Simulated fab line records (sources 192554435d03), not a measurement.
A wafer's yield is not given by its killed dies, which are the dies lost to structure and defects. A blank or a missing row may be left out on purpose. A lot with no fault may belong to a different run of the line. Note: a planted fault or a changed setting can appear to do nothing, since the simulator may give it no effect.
fab line records	flow n5_finfet
record: lots: 6	wafers: 17	last_day: 19
route steps=1938 shown SPACER0@261 SD_EPI_N@262 BEOL_M4@1111 PASSIVATION@1936
lots that met no fault: from a run of the same line without faults
start_h: start of the lot's first displayed wafer, in hours after the record's first day	wait_h: time in hours since the lot's previous step	" same as the row above	L1.1+2: one row covering several wafers at once	- value missing, or start not given	* or withheld: withheld	< > ~ a bound
route shown NAME@n: names a module that has steps shown in the file, with the first one's number in the route	usual: mean/standard deviation of fault-free wafers	same: alike in all rows	chamber/n: place in a boat	sites: per-site readings	_std_site: the standard deviation of these	_edge_site: outer sites' mean less inner sites'	radius_mm: for every site, how far away it sits from the centre of the wafer	mask NAME#n: copy n	behind: tool/chamber where the wafer was last shaped	hold: what put the lot on hold/how long, in hours/how the hold closed	device: whichever transistor did not switch (one of n, p or np)	end of line: at the end of the route, the tests of the same wafers	a step with no rows: only its recipe	killed: at the first sort, the dies lost to defects and structure; wafer yield is something else	map: shows each die of a wafer: x if killed, . if not, _ if none is there
set.NAME: the run value of the setting; set.NAME@STEP: its run value at that earlier step	model.NAME: the simulator's own value behind a step, which no gauge read
lots seen at some steps along the route; tables by step, rows by wafer
services: when a tool's chamber went out of use (start_h, in hours from the record's first day, below 0 if earlier), for how many hours, and the reason
== steps ==
step: N5_SPACER0_INSPECT_04
recipe: inspect_instrument: darkfield	mode: post_dep
usual: raw_defect_count: 129/29
lot.wafer	tool	chamber	start_h	wait_h	raw_defect_count
L661.2	defect_inspect-01	-	74.31	0.1	128
L661.6	"	-	"	"	105
L669.4	defect_inspect-02	-	127.40	0.0	147
L669.5	"	-	"	"	99
L669.6	"	-	"	"	102
L671.2	defect_inspect-01	-	138.05	0.1	101
L671.5	"	-	"	"	80
L671.6	"	-	"	"	123
L672.2	defect_inspect-02	-	144.02	0.1	110
L672.4	"	-	"	"	144
L672.5	"	-	"	"	172
L679.3	defect_inspect-01	-	183.48	0.1	153
L679.4	"	-	"	"	167
L679.5	"	-	"	"	158
L680.2	defect_inspect-02	-	187.91	0.1	93
L680.4	"	-	"	"	94
L680.6	"	-	"	"	119
step: N5_SD_EPI_N_COAT_32
recipe: resist: SOC	temp_c: 250	time_s: 60	spin_rpm: 1500	resist_thk_nm: 350
step: N5_SD_EPI_N_COAT_33
recipe: resist: SiARC	temp_c: 220	time_s: 60	spin_rpm: 1500	resist_thk_nm: 35
step: N5_SD_EPI_N_COAT_03
recipe: resist: CAR-ArF-block	spin_rpm: 1500	resist_thk_nm: 150
step: N5_SD_EPI_N_EBR_05
recipe: solvent: PGMEA	ebr_width_mm: 1.5
step: N5_SD_EPI_N_SOFTBAKE_04
recipe: temp_c: 110	time_s: 60	resist: CAR-ArF-block
step: N5_SD_EPI_N_EXPOSE_06
recipe: mask_id: SD_N_BLK	na: 1.35	source_shape: conventional	sigma_outer: 0.8	polarization: unpolarized	target_cd_nm: 120	dose_mj: 39.75
step: N5_SD_EPI_N_PEB_07
recipe: peb_temp_c: 110	peb_time_s: 60	resist: CAR-ArF-block
step: N5_SD_EPI_N_DEVELOP_08
recipe: develop_time_s: 30	developer: TMAH	resist: CAR-ArF-block	dev_temp_c: 23	rinse_liquid: diw	dry: air_spin
step: N5_SD_EPI_N_CD_MEAS_09
recipe: target_cd_nm: 120	landing_energy_ev: 500	detector: se_inlens
usual: cd_nm: 119.7/0.68
lot.wafer	tool	chamber	start_h	wait_h	cd_nm
L661.2	cd_sem-02	0	74.58	-	119.4
L661.6	"	0	"	"	120.9
L669.4	cd_sem-02	0	127.67	-	118.9
L669.5	"	0	"	"	119.6
L669.6	"	0	"	"	119.9
L671.2	cd_sem-01	0	138.45	-	119.0
L671.5	"	0	"	"	119.8
L671.6	"	0	"	"	119.1
L672.2	cd_sem-02	0	144.42	-	119.9
L672.4	"	0	"	"	119.4
L672.5	"	0	"	"	119.7
L679.3	cd_sem-01	0	183.88	-	120.9
L679.4	"	0	"	"	119.5
L679.5	"	0	"	"	121.0
L680.2	cd_sem-01	0	188.18	-	120.5
L680.4	"	0	"	"	120.0
L680.6	"	0	"	"	119.8
step: N5_SD_EPI_N_OVL_MEAS_10
recipe: points_per_wafer: 44
usual: SD_N_BLK_OVL: -0.1/0.71
lot.wafer	tool	chamber	start_h	wait_h	SD_N_BLK_OVL[nm]
L661.2	overlay-01	0	74.61	0.0	-0.3
L661.6	"	0	"	"	-1.3
L669.4	overlay-01	0	127.70	0.0	-0.3
L669.5	"	0	"	"	0.2
L669.6	"	0	"	"	0.7
L671.2	overlay-01	0	138.48	0.0	0.5
L671.5	"	0	"	"	-0.2
L671.6	"	0	"	"	-0.4
L672.2	overlay-01	0	144.45	0.0	-0.3
L672.4	"	0	"	"	0.4
L672.5	"	0	"	"	0.5
L679.3	overlay-02	0	183.92	0.0	-0.1
L679.4	"	0	"	"	-0.7
L679.5	"	0	"	"	-1.0
L680.2	overlay-01	0	188.21	0.0	0.4
L680.4	"	0	"	"	-1.0
L680.6	"	0	"	"	-1.0
step: N5_SD_EPI_N_INSPECT_11
recipe: mode: adi	inspect_instrument: macro
usual: raw_defect_count: 2.1/1.3
lot.wafer	tool	chamber	start_h	wait_h	raw_defect_count
L661.2	defect_inspect-01	-	74.64	0.0	2
L661.6	"	-	"	"	1
L669.4	defect_inspect-01	-	127.72	0.0	1
L669.5	"	-	"	"	2
L669.6	"	-	"	"	4
L671.2	defect_inspect-01	-	138.51	0.0	4
L671.5	"	-	"	"	0
L671.6	"	-	"	"	1
L672.2	defect_inspect-02	-	144.48	0.0	1
L672.4	"	-	"	"	5
L672.5	"	-	"	"	4
L679.3	defect_inspect-01	-	183.94	0.0	1
L679.4	"	-	"	"	2
L679.5	"	-	"	"	1
L680.2	defect_inspect-01	-	188.23	0.0	0
L680.4	"	-	"	"	3
L680.6	"	-	"	"	2
step: N5_SD_EPI_N_DESCUM_14
recipe: chemistry: O2	time_s: 7.9	source_power_w: 50	bias_power_w: 20	pressure_mtorr: 20	rf_frequency_hz: 2.712e+07	temp_c: 40	resist: CAR-ArF-block	o2_flow_sccm: 225
usual: drypump_motor_current_A: 5.5/0.6	oes_product_au: 0.84/0.096	rf_vpp_V: 243.2/1.3	showerhead_plenum_p_Torr: 2.08/0.065	throttle_valve_pct: 20.36/0.24
lot.wafer	tool	chamber	start_h	wait_h	drypump_motor_current_A	oes_product_au	rf_hours_counter_h	rf_vpp_V	showerhead_plenum_p_Torr	throttle_valve_pct	model.CAR-ArF-block_of_SD_EPI_N_COAT_03.thk_nm
L661.2	rie_diel-03	2	74.67	0.0	5.1	0.92	17	242.7	2.07	20.58	144.6
L661.6	"	2	"	"	5.1	0.93	-	242.8	2.07	20.58	144.6
L669.4	rie_diel-05	0	127.76	0.0	5.1	0.91	25	244.1	2.12	20.06	144
L669.5	"	2	"	"	6.6	0.89	-	243.3	2.12	20.14	143.6
L669.6	"	1	"	"	5.5	0.74	-	243.8	2.15	20.48	144
L671.2	rie_diel-05	0	138.54	0.0	5.1	0.90	29	243.2	2.12	20.08	144.4
L671.5	"	0	"	"	5.1	0.89	-	244.9	2.12	20.08	144.6
L671.6	"	3	"	"	5.7	0.86	-	242.6	2.05	20.22	144.2
L672.2	rie_diel-05	3	144.51	0.0	5.7	0.86	45	241.9	2.05	20.21	146
L672.4	"	0	"	"	5.1	0.89	32	243.2	2.12	20.08	145.4
L672.5	"	0	"	"	5.1	0.89	-	244.4	2.12	20.07	146.2
L679.3	rie_diel-04	0	183.98	0.0	6.2	0.73	190	243.0	2.08	20.78	144
L679.4	"	3	"	"	6.2	0.74	179	245.1	2.18	20.64	144
L679.5	"	2	"	"	4.9	0.67	-	240.5	1.97	20.48	143.6
L680.2	rie_diel-04	2	188.27	0.0	4.9	0.68	248	241.8	1.97	20.48	142.4
L680.4	"	3	"	"	6.2	0.75	180	245.1	2.18	20.66	142.6
L680.6	"	2	"	"	4.9	0.67	-	241.4	1.97	20.47	143
step: N5_SD_EPI_N_ETCH_34
recipe: chemistry: CF4	target: SiARC	target_depth_a: 455	mask_material: CAR-ArF-block	time_s: 75.8	ion_energy_ev: 80	pressure_mtorr: 40	source_w: 545	bias_w: 36	Ar_flow_sccm: 100	cf4_flow_sccm: 100	ends: cleared
usual: bias_w: 36.00/0.1	drypump_motor_current_A: 5.5/0.59	etch_rf_on_time_s: 74.9/1.8	oes_product_au: 0.72/0.081	rf_vpp_V: 184.1/1.2	showerhead_plenum_p_Torr: 2.14/0.067	throttle_valve_pct: 15.57/0.25
lot.wafer	tool	chamber	start_h	wait_h	bias_w	drypump_motor_current_A	etch_rf_on_time_s	oes_product_au	rf_hours_counter_h	rf_vpp_V	showerhead_plenum_p_Torr	throttle_valve_pct	model.CAR-ArF-block_of_SD_EPI_N_COAT_03.thk_nm
L661.2	rie_diel-03	2	74.71	0.0	36.20	5.0	71.6	0.80	17	184.2	2.10	15.45	112.2
L661.6	"	2	"	"	36.16	5.1	72.3	0.80	-	183.0	2.10	15.46	112
L669.4	rie_diel-05	0	127.79	0.0	35.92	5.1	75.3	0.78	25	184.3	2.19	15.36	111.6
L669.5	"	2	"	"	36.06	6.6	72.6	0.76	-	184.0	2.18	15.32	111
L669.6	"	1	"	"	35.99	5.5	75.6	0.64	-	185.2	2.23	15.87	111.6
L671.2	rie_diel-05	0	138.58	0.0	35.85	5.1	74.4	0.77	29	183.7	2.19	15.37	111.6
L671.5	"	0	"	"	35.91	5.1	74.8	0.76	-	185.8	2.19	15.36	112.2
L671.6	"	3	"	"	35.93	5.7	72.8	0.75	-	183.2	2.09	15.36	111.6
L672.2	rie_diel-05	3	144.55	0.0	35.91	5.7	73.5	0.73	45	182.6	2.09	15.34	113.6
L672.4	"	0	"	"	35.94	5.1	74.7	0.76	32	184.7	2.19	15.39	112.8
L672.5	"	0	"	"	35.87	5.1	74.2	0.76	-	184.7	2.19	15.38	113.6
L679.3	rie_diel-04	0	184.01	0.0	36.17	6.2	75.6	0.62	190	183.4	2.14	15.99	111.4
L679.4	"	3	"	"	35.90	6.1	77.2	0.64	179	185.8	2.23	15.89	111.4
L679.5	"	2	"	"	36.04	4.9	77.5	0.58	-	183.5	2.04	15.87	111
L680.2	rie_diel-04	2	188.30	0.0	35.86	4.9	76.5	0.58	248	181.5	2.04	15.87	110.2
L680.4	"	3	"	"	36.02	6.2	77.8	0.63	180	184.0	2.23	15.90	110
L680.6	"	2	"	"	35.97	4.9	76.5	0.57	-	183.3	2.04	15.88	110.6
step: N5_SD_EPI_N_ETCH_35
recipe: chemistry: N2/H2	target: SOC	overetch_a: 1080	mask_material: SiARC	temp_c: 40	ion_energy_ev: 100	source_w: 3000	bias_w: 133	pressure_mtorr: 20	time_s: 486	n2_flow_sccm: 200	h2_flow_sccm: 200
usual: bias_w: 133.0/0.39	drypump_motor_current_A: 5.5/0.59	oes_product_au: 0.74/0.077	rf_vpp_V: 240.6/1.4	showerhead_plenum_p_Torr: 2.54/0.085	throttle_valve_pct: 23.9/0.33
same: time_s: 486
lot.wafer	tool	chamber	start_h	wait_h	bias_w	drypump_motor_current_A	oes_product_au	rf_hours_counter_h	rf_vpp_V	showerhead_plenum_p_Torr	throttle_valve_pct
L661.2	rie_diel-03	2	74.76	0.0	132.1	5.1	0.81	17	240.7	2.51	24.2
L661.6	"	2	"	"	132.5	5.1	0.81	-	240.8	2.51	24.2
L669.4	rie_diel-05	0	127.85	0.0	133.2	5.1	0.80	25	242.1	2.60	23.8
L669.5	"	2	"	"	133.6	6.6	0.77	-	241.5	2.59	23.6
L669.6	"	1	"	"	132.8	5.5	0.67	-	240.8	2.64	24.1
L671.2	rie_diel-05	0	138.63	0.0	132.7	5.1	0.80	29	242.0	2.60	23.8
L671.5	"	0	"	"	133.3	5.1	0.79	-	241.1	2.60	23.8
L671.6	"	3	"	"	133.4	5.7	0.76	-	240.5	2.48	23.5
L672.2	rie_diel-05	3	144.61	0.0	133.2	5.7	0.76	45	239.2	2.48	23.5
L672.4	"	0	"	"	132.5	5.1	0.79	32	241.7	2.60	23.8
L672.5	"	0	"	"	133.3	5.1	0.79	-	241.4	2.60	23.8
L679.3	rie_diel-04	0	184.07	0.0	132.8	6.2	0.65	190	241.2	2.52	24.1
L679.4	"	3	"	"	133.1	6.2	0.67	179	243.0	2.63	24.0
L679.5	"	2	"	"	132.9	4.9	0.61	-	240.1	2.38	23.6
L680.2	rie_diel-04	2	188.36	0.0	133.3	4.9	0.61	248	239.0	2.38	23.6
L680.4	"	3	"	"	133.7	6.2	0.67	180	242.7	2.63	24.0
L680.6	"	2	"	"	133.3	4.9	0.62	-	238.5	2.38	23.6
step: N5_BEOL_M4_RC_MEAS_101
usual: DIBL_N: 36.4/1.9	DIBL_P: 35.8/2.1	IOFF_N: 0.158/0.029	IOFF_P: 0.21/0.035	ION_N: 676/14	ION_P: 465/9.7	SS_N: 71.5/0.66	SS_P: 73.4/0.7	VT_N: 249.8/3	VT_P: -250/3.3
lot.wafer	tool	chamber	start_h	wait_h	DIBL_N[mV/V]	DIBL_P[mV/V]	IOFF_N[nA/um]	IOFF_P[nA/um]	ION_N[uA/um]	ION_P[uA/um]	SS_N[mV/dec]	SS_P[mV/dec]	VT_N[mV]	VT_P[mV]
L661.2	prober-02	0	211.39	0.5	36.3	36.5	0.146	0.19	672	460	71.4	73.6	250.9	-252
L661.6	"	0	"	"	39.0	39.5	0.190	0.24	672	463	71.8	74.7	248.9	-252
L669.4	prober-02	0	277.38	0.5	35.3	34.5	0.131	0.16	649	447	70.8	72.5	250.8	-253
L669.5	"	0	"	"	34.2	33.2	0.114	0.14	667	451	70.3	72.1	252.9	-254
L669.6	"	0	"	"	39.3	40.4	0.196	0.23	667	460	72.1	74.7	249.1	-250
L671.2	prober-01	0	282.30	0.2	34.5	34.2	0.146	0.19	689	474	71.3	72.9	249.5	-250
L671.5	"	0	"	"	39.2	39.8	0.254	0.29	710	482	72.0	75.0	240.3	-245
L671.6	"	0	"	"	34.2	33.1	0.144	0.18	683	465	70.6	72.2	245.0	-249
L672.2	prober-02	0	282.90	0.2	35.9	34.9	0.151	0.19	669	455	72.1	73.4	251.3	-253
L672.4	"	0	"	"	36.2	34.9	0.159	0.19	688	460	71.7	73.7	248.0	-254
L672.5	"	0	"	"	38.4	37.4	0.201	0.23	692	465	72.4	73.8	245.1	-250
L679.3	prober-02	0	335.27	0.3	35.2	35.4	0.131	0.19	658	457	71.8	72.9	253.3	-247
L679.4	"	0	"	"	37.7	38.9	0.171	0.24	683	468	71.9	73.7	248.1	-248
L679.5	"	0	"	"	38.3	38.9	0.191	0.24	697	476	72.5	74.6	246.9	-248
L680.2	prober-01	0	346.27	0.2	30.9	29.8	0.100	0.14	672	468	70.3	71.4	256.7	-255
L680.4	"	0	"	"	33.5	33.8	0.132	0.19	672	464	71.7	73.2	251.4	-251
L680.6	"	0	"	"	33.1	33.7	0.130	0.18	678	471	71.8	72.7	251.7	-250
step: N5_PASSIVATION_PROBE_49
usual: defect_limited_yield: 91.3/1.3	killed_at_M0_to_M3: 34/9.1	killed_at_M4_up: 14/5.6	killed_at_contacts: 13/5.9	killed_at_front_end: 39/11	killed_at_other: 3.6/3	killed_dies: 102/16	killed_open: 68/12	killed_short: 33/7.3	sort_bin_4_leakage: 0.00/0.01	sort_bin_5_function: 5.2/0.89	sort_bin_6_memory: 3.2/0.68	sort_n_pass: 1078/16	sort_yield_pct: 91.3/1.3
same: gross_dies: 1180	killed_at_back_side: 0	sort_bin_8_speed[%]: 0
lot.wafer	tool	chamber	start_h	wait_h	defect_limited_yield[%]	killed_at_M0_to_M3	killed_at_M4_up	killed_at_contacts	killed_at_front_end	killed_at_other	killed_dies	killed_open	killed_short	sort_bin_4_leakage[%]	sort_bin_5_function[%]	sort_bin_6_memory[%]	sort_n_pass	sort_yield_pct[%]
L669.4	prober-02	-	381.15	0.2	91.9	33	12	7	39	4	95	67	27	0	4.5	3.5	1085	91.9
L669.5	prober-02	-	381.20	0.2	92.1	37	22	6	23	5	93	66	27	0	4.7	2.7	1087	92.1
L669.6	prober-02	-	381.25	0.3	92.0	28	11	8	43	4	94	56	37	0	4.9	2.5	1086	92.0
L672.2	prober-02	-	385.18	0.1	92.1	27	10	15	39	2	93	67	26	0	4.9	2.7	1087	92.1
L672.4	prober-02	-	385.28	0.2	91.3	41	12	16	34	0	103	66	37	0	5.8	2.7	1077	91.3
L672.5	prober-02	-	385.33	0.2	90.5	43	11	22	34	2	112	76	35	0	5.3	3.6	1068	90.5
L671.2	prober-01	-	397.98	0.1	91.7	38	9	7	42	2	98	60	35	0	5.2	2.5	1082	91.7
L671.5	prober-01	-	398.13	0.2	93.6	26	12	9	24	4	75	54	20	0.08	4.5	1.9	1104	93.6
L680.2	prober-02	-	462.52	0.1	91.6	33	11	13	41	1	99	68	30	0	4.5	3.6	1081	91.6
L680.4	prober-02	-	462.62	0.2	91.9	35	10	14	34	2	95	66	29	0	4.2	3.7	1085	91.9
L680.6	prober-02	-	462.72	0.3	91.2	41	22	10	26	5	104	69	32	0	5.2	3.2	1076	91.2
killed by level:class
L669.4 STI_FIN_REVEAL:geometric_particle:open=14 BEOL_M2:geometric_particle:open=12 BEOL_M3:geometric_particle:open=7 MOL_CONTACT_COAG:geometric_particle:open=7 BEOL_M4:geometric_particle:open=6 BEOL_M3:geometric_particle:short=4 STI_FIN_REVEAL:geometric_particle:short=3 FIN_SAQP:geometric_particle:short=3
L669.5 BEOL_M4:geometric_particle:open=16 BEOL_M3:geometric_particle:open=8 FIN_SAQP:geometric_particle:open=7 BEOL_M2:geometric_particle:open=7 BEOL_M0_SAQP:geometric_particle:open=6 BEOL_M0:geometric_particle:open=6 FIN_SAQP:geometric_particle:short=5 GATE_CUT:geometric_particle:open=4
L669.6 FIN_SAQP:geometric_particle:short=13 BEOL_M2:geometric_particle:open=8 STI_FIN_REVEAL:geometric_particle:open=7 BEOL_M3:geometric_particle:open=7 MOL_CONTACT_COAG:geometric_particle:open=6 DUMMY_GATE:geometric_particle:open=6 BEOL_M4:geometric_particle:open=5 FIN_SAQP:geometric_particle:open=4
L672.2 MOL_CONTACT_COAG:geometric_particle:open=13 STI_FIN_REVEAL:geometric_particle:open=9 GATE_CUT:geometric_particle:short=8 BEOL_M1:geometric_particle:open=8 BEOL_M2:geometric_particle:open=7 FIN_SAQP:geometric_particle:open=6 BEOL_M3:geometric_particle:open=5 GATE_CUT:geometric_particle:open=4
L672.4 BEOL_M0_SAQP:geometric_particle:short=12 MOL_CONTACT_COAG:geometric_particle:open=12 BEOL_M0_SAQP:geometric_particle:open=10 FIN_SAQP:geometric_particle:short=9 STI_FIN_REVEAL:geometric_particle:open=9 BEOL_M2:geometric_particle:open=8 MOL_CONTACT_COAG:geometric_particle:short=4 DUMMY_GATE:geometric_particle:open=4
L672.5 MOL_CONTACT_COAG:geometric_particle:open=17 BEOL_M0_SAQP:geometric_particle:open=14 STI_FIN_REVEAL:geometric_particle:open=12 BEOL_M0_SAQP:geometric_particle:short=10 BEOL_M2:geometric_particle:open=9 DUMMY_GATE:geometric_particle:open=7 BEOL_M5:geometric_particle:open=6 MOL_CONTACT_COAG:geometric_particle:short=5
L671.2 BEOL_M0_SAQP:geometric_particle:open=15 BEOL_M0_SAQP:geometric_particle:short=12 FIN_SAQP:geometric_particle:short=8 MOL_CONTACT_COAG:geometric_particle:open=7 DUMMY_GATE:geometric_particle:open=6 BEOL_M4:geometric_particle:open=6 BEOL_M3:geometric_particle:open=6 STI_FIN_REVEAL:geometric_particle:open=5
L671.5 BEOL_M2:geometric_particle:open=8 MOL_CONTACT_COAG:geometric_particle:open=7 BEOL_M0_SAQP:geometric_particle:open=6 FIN_SAQP:geometric_particle:open=5 DUMMY_GATE:geometric_particle:open=5 BEOL_M4:geometric_particle:open=5 BEOL_M0_SAQP:geometric_particle:short=4 FIN_SAQP:geometric_particle:short=3
L680.2 STI_FIN_REVEAL:geometric_particle:open=19 MOL_CONTACT_COAG:geometric_particle:open=12 BEOL_M3:geometric_particle:open=11 BEOL_M2:geometric_particle:open=9 FIN_SAQP:geometric_particle:short=7 BEOL_M3:geometric_particle:short=5 BEOL_M0_SAQP:geometric_particle:short=4 FIN_SAQP:geometric_particle:open=3
L680.4 BEOL_M3:geometric_particle:open=14 MOL_CONTACT_COAG:geometric_particle:open=11 STI_FIN_REVEAL:geometric_particle:open=8 FIN_SAQP:geometric_particle:short=6 BEOL_M0_SAQP:geometric_particle:short=5 BEOL_M0_SAQP:geometric_particle:open=5 BEOL_M2:geometric_particle:open=5 BEOL_M1:geometric_particle:open=4
L680.6 BEOL_M2:geometric_particle:open=18 MOL_CONTACT_COAG:geometric_particle:open=10 STI_FIN_REVEAL:geometric_particle:open=7 BEOL_M2:geometric_particle:short=6 BEOL_M4:geometric_particle:short=6 BEOL_M0_SAQP:geometric_particle:open=5 BEOL_M3:geometric_particle:open=5 BEOL_M4:geometric_particle:open=5
== services ==
tool	chamber	start_h	hours	kind
rie_diel-03	3	69.61	-	clean
rie_diel-03	3	69.61	-	consumable_replace:focus_ring
rie_diel-03	3	69.61	30.0	scheduled_down
rie_diel-03	3	69.61	30.0	vent_cycle
rie_diel-04	1	120.51	-	clean
rie_diel-04	1	120.51	-	consumable_replace:focus_ring
rie_diel-04	1	120.51	22.1	scheduled_down
rie_diel-04	1	120.51	22.1	vent_cycle
rie_diel-03	0	134.87	-	clean
rie_diel-03	0	134.87	-	consumable_replace:focus_ring
rie_diel-03	0	134.87	-	consumable_replace:showerhead
rie_diel-03	0	134.87	27.9	scheduled_down
rie_diel-03	0	134.87	27.9	vent_cycle
rie_diel-04	0	147.84	10.7	repair
== key ==
first_sign none at tools or gauges
model_effect: step: N5_SD_EPI_N_DESCUM_14	value: CAR-ArF-block_of_SD_EPI_N_COAT_03.thk_nm	without: 143.6	struck: 145.1
model_effect: step: N5_SD_EPI_N_ETCH_34	value: CAR-ArF-block_of_SD_EPI_N_COAT_03.thk_nm	without: 111.1	struck: 112.6
met_at N5_SD_EPI_N_DESCUM_14
struck_wafers L671.2,L671.5,L671.6,L672.2,L672.4,L672.5
onset_between 127.76 138.54
fault: kind: process_parameter_drift	tool: rie_diel-05	chamber: -	onset_h: 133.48	steps: N5_SD_EPI_N_DESCUM_14	channel: time_s	offset: *	shape: step	end_h: 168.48	acts_in: *	stated: *
